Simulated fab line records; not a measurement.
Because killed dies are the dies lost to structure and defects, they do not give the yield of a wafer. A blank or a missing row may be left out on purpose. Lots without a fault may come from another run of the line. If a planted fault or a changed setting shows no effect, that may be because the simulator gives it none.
Split-lot experiment | flow n5-finfet | 39 wafers read from 7 lots, route of 1938 steps

ON THE SPLIT
At N5_BEOL_M11_ILD_DEP_00 (deposits SiCOH lowk from DEMS/porogen, target thk 308.51 nm, time 58 s), the setting time-s was moved away from the recipe's 58 s on 15 of the 39 wafers read, by -20.3% to +41.2%. This setting was run at the recipe's value on the other wafers.

FROM THE SPLIT ON TO THE READING: in between, the file shows 1 step
- N5_BEOL_M11_CURE_71: cures SiCOH lowk, time 240 s

THE READING
At N5_BEOL_M11_THK_MEAS_01: M11_ILD_THK, given in nm. Typical for fault-free wafers on this fab line: 268 nm, with standard deviation 4 nm.

wafer  | tool, chamber at the split | time-s as run, s | against the recipe | M11_ILD_THK, nm | against lot-mates on the recipe
L074.1 | pecvd-02, 0                | 77.46            | +33.6%             | 356             | +87
L074.2 | pecvd-02, 2                | 58               | recipe             | 268             | -
L074.3 | pecvd-02, 1                | 77.46            | +33.6%             | 355             | +86
L074.4 | pecvd-02, 1                | 58               | recipe             | 267             | -
L074.5 | pecvd-02, 0                | 58               | recipe             | 272             | -
L074.6 | pecvd-02, 2                | 77.46            | +33.6%             | 359             | +90
L075.1 | pecvd-01, 2                | 58               | recipe             | 263             | -
L075.2 | pecvd-01, 1                | 81.14            | +39.9%             | 378             | +108
L075.3 | pecvd-01, 0                | 81.14            | +39.9%             | 377             | +107
L075.4 | pecvd-01, 0                | 58               | recipe             | 277             | -
L075.5 | pecvd-01, 2                | 81.14            | +39.9%             | 378             | +108
L075.6 | pecvd-01, 1                | 58               | recipe             | 271             | -
L083.1 | pecvd-02, 0                | 58               | recipe             | 271             | -
L083.2 | pecvd-02, 2                | 58               | recipe             | 264             | -
L083.3 | pecvd-02, 1                | 46.97            | -19.0%             | 216             | -54
L083.4 | pecvd-02, 2                | 46.97            | -19.0%             | 216             | -54
L083.5 | pecvd-02, 1                | 46.97            | -19.0%             | 219             | -51
L083.6 | pecvd-02, 0                | 58               | recipe             | 275             | -
L084.2 | pecvd-03, 2                | 58               | recipe             | 265             | -
L084.3 | pecvd-03, 0                | 58               | recipe             | 264             | -
L084.6 | pecvd-03, 1                | 58               | recipe             | 268             | -
L087.1 | pecvd-02, 1                | 58               | recipe             | 269             | -
L087.2 | pecvd-02, 2                | 58               | recipe             | 271             | -
L087.3 | pecvd-02, 0,1              | 58               | recipe             | 273             | -
L087.4 | pecvd-02, 2                | 58               | recipe             | 275             | -
L087.5 | pecvd-02, 0                | 58               | recipe             | 277             | -
L087.6 | pecvd-02, 0,1              | 58               | recipe             | 273             | -
L096.1 | pecvd-03, 1                | 58               | recipe             | 256             | -
L096.2 | pecvd-03, 2                | 81.89            | +41.2%             | 376             | +117
L096.3 | pecvd-03, 0                | 58               | recipe             | 259             | -
L096.4 | pecvd-03, 0                | 81.89            | +41.2%             | 375             | +116
L096.5 | pecvd-03, 2                | 81.89            | +41.2%             | 380             | +121
L096.6 | pecvd-03, 1                | 58               | recipe             | 263             | -
L097.1 | pecvd-02, 0                | 58               | recipe             | 268             | -
L097.2 | pecvd-02, 2                | 46.24            | -20.3%             | 209             | -60
L097.3 | pecvd-02, 2                | 58               | recipe             | 266             | -
L097.4 | pecvd-02, 0                | 58               | recipe             | 272             | -
L097.5 | pecvd-02, 0                | 46.24            | -20.3%             | 217             | -52
L097.6 | pecvd-02, 2                | 46.24            | -20.3%             | 214             | -55
Rows listing several chambers each stand for several wafers; the file does not say which wafer went through which chamber.

THE FIT
A straight line over all 39 wafers: M11_ILD_THK changes by +2.68 nm for each +1% of time-s; r = +1.00; the points scatter about the line by 4.6 nm.
The same after taking each lot's own level away (the mean of its wafers on the recipe; 39 wafers): +2.74 nm for each +1%; r = +1.00; scatter 3.5 nm.
That fit puts the effect of the largest move of time-s on the reading at 1.1e+02 nm.
The span of the lots' own levels, 259.3 to 273.0 nm, comes to 3.4 times the standard deviation stated above.
Hence the lot-to-lot level has little effect on the slope; both slopes agree.
Check: with one of the wafers moved furthest among these (+41.2%) left out of the fit, the line predicts +112 nm for it against its lot-mates. Against them it came out at +117 nm.

THE OTHER SPLITS THESE WAFERS WENT THROUGH
These wafers also went through other splits before the reading. Each is held against what the fit with the lots' levels taken away leaves over:
other split on the same wafers | wafers away from the commonest value | r with M11_ILD_THK (lot level and that fit taken away)
N5_BEOL_M8_PECVD_70 time-s     | 12                                   | +0.24

THE WHOLE CHAIN: every reading that the file lists as answering this split, in the file's order
step                    | what it does                                                           | reading                                                                                   | change (the file's fit)              | r (the file's)
N5_BEOL_M11_ILD_DEP_00  | deposits SiCOH lowk from DEMS/porogen, target thk 308.51 nm, time 58 s | SiCOH_lowk_of_BEOL_M11_ILD_DEP_00.thk-nm (the simulator's own value, which no gauge read) | +3.08 nm for each +1% of the setting | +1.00
N5_BEOL_M11_CURE_71     | cures SiCOH lowk, time 240 s                                           | SiCOH_lowk_of_BEOL_M11_ILD_DEP_00.thk-nm (the simulator's own value, which no gauge read) | +2.74 nm for each +1% of the setting | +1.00
N5_BEOL_M11_THK_MEAS_01 |                                                                        | M11_ILD_THK                                                                               | +2.74 for each +1% of the setting    | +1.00

FILE'S OWN FIT
M11_ILD_THK changes by +2.74 nm for each +1% of time-s, r = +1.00.
